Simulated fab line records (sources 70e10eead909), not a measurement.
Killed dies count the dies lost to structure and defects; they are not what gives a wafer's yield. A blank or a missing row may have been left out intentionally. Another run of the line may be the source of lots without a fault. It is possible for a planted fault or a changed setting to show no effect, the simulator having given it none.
Matching of chambers	flow nand_harc	rie_diel-08 running NHARC_A_STAIRCASE_ETCH_292: 4 sister chambers
The step etches the open film in CF4/CHF3. 4 wafers are shown with their chamber, then 9 later ones without.

## WAFERS, EACH WITH ITS CHAMBER
wafer	chamber	drypump_motor_current_A (A)
L085.3	0	4.8
L086.1	1	6.4
L086.4	3	6.3
L086.5	2	5.5

## WAFERS WHOSE CHAMBER IS MISSING
wafer	drypump_motor_current_A (A)
L089.3	5.5
L089.5	6.3
L089.6	4.8
L090.1	5.5
L090.2	4.8
L090.3	6.2
L093.2	5.5
L093.4	6.5
L093.6	6.5

## EACH ONE'S CHAMBER
wafer	from the rows above	in truth
L089.3	2	2
L089.5	can't be placed: 3 or 1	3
L089.6	0	0
L090.1	2	2
L090.2	0	0
L090.3	can't be placed: 3 or 1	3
L093.2	2	2
L093.4	can't be placed: 1 or 3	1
L093.6	can't be placed: 1 or 3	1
5 of 9 placed correctly. These rows do not allow placing 4 (true chamber among the candidates in 4). Number placed wrongly: 0.
How it was worked out, from the rows above alone: a wafer's distance from a chamber is the root of the sum, over the readings, of the square of ((its reading less the chamber's mean) divided by the reading's scatter). The wafer belongs to the nearest chamber; if the next one is less than 2 further off, it can't be placed. A chamber's mean is the mean of its shown wafers. The scatter: root of mean squared gap, hidden wafer to nearest shown wafer, with one shown wafer a chamber.
